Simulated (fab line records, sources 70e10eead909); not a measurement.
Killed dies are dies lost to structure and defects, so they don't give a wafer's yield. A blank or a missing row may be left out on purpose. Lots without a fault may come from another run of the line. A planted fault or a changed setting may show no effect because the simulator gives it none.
Which tool did it? | flow nand_harc | 6 lots, 18 wafers sampled, at 5 steps of a route of 1159

WHAT THE GAUGES READ, wafer by wafer
NHARC_END_SORT_01.
lot  | measured     | on        | killed_at_array
L661 | day 24 07:23 | prober-01 | 39 640 639

WHICH TOOL RAN EACH LOT (tool, then ch and the chambers of the sampled wafers, then the start)
lot  | NHARC_A_CONTACT_DEP_57        | NHARC_A_CONTACT_DEP_58          | NHARC_A_CONTACT_ETCH_75            | NHARC_A_CONTACT_ETCH_76
L648 | acl_dep-03 ch 0, day 16 20:17 | pecvd-02 ch 0,1, day 16 21:51   | rie_diel-07 ch 0,2,3, day 16 22:43 | rie_diel-07 ch 0,2,3, no start
L653 | acl_dep-03 ch 0, day 18 11:50 | pecvd-02 ch 1,2, day 18 13:29   | rie_diel-07 ch 0,3, day 18 14:19   | rie_diel-07 ch 0,2,3, no start
L657 | acl_dep-02 ch 0, day 19 00:11 | pecvd-01 ch 0,1,2, day 19 01:25 | rie_diel-10 ch 1,3, day 19 02:22   | rie_diel-10 ch 1,3, no start
L656 | acl_dep-01 ch 0, day 19 21:36 | pecvd-03 ch 0,1, day 19 23:20   | rie_diel-07 ch 1,2,3, day 20 00:20 | rie_diel-07 ch 0,1,3, no start
L661 | acl_dep-01 ch 0, day 20 16:22 | pecvd-01 ch 0,2, day 20 17:52   | rie_diel-09 ch 0,1,2, day 20 18:50 | rie_diel-09 ch 2,3, day 24 07:23 or earlier
L669 | acl_dep-03 ch 0, day 22 11:25 | pecvd-01 ch 0,1, day 22 12:55   | rie_diel-07 ch 0,2,3, day 22 13:52 | rie_diel-07 ch 0,1,3, no start
- NHARC_A_CONTACT_DEP_57: deposits aC, target thk 2800 nm.
- NHARC_A_CONTACT_DEP_58: deposits SiON, target thk 60 nm.
- NHARC_A_CONTACT_ETCH_75: etches the open film in CF4, target depth 39 nm, time 65 s.
- NHARC_A_CONTACT_ETCH_76: etches the open film in N2/H2, target depth 260 nm, time 475.3 s.

THE ANSWER, worked out from the rows above alone
Rule: what is usual is taken from the lots themselves. Put in order of their means at a reading, lots are off if they are a third of the lots or fewer, leave a main group of 4 or more, and stand apart from it by a gap of 3 or more times the standard deviation of the main group's means; of several such gaps the widest counts. A main group whose means are all the same, to the digits that the tables above print for the reading, isn't used. A lot without any number at a reading at which 4 lots or more have one is off too. The other lots that the step has rows for count as sound.
No lot is off at any reading shown: from this, nothing can be told.

WHAT THE SIMULATOR HAD PUT IN
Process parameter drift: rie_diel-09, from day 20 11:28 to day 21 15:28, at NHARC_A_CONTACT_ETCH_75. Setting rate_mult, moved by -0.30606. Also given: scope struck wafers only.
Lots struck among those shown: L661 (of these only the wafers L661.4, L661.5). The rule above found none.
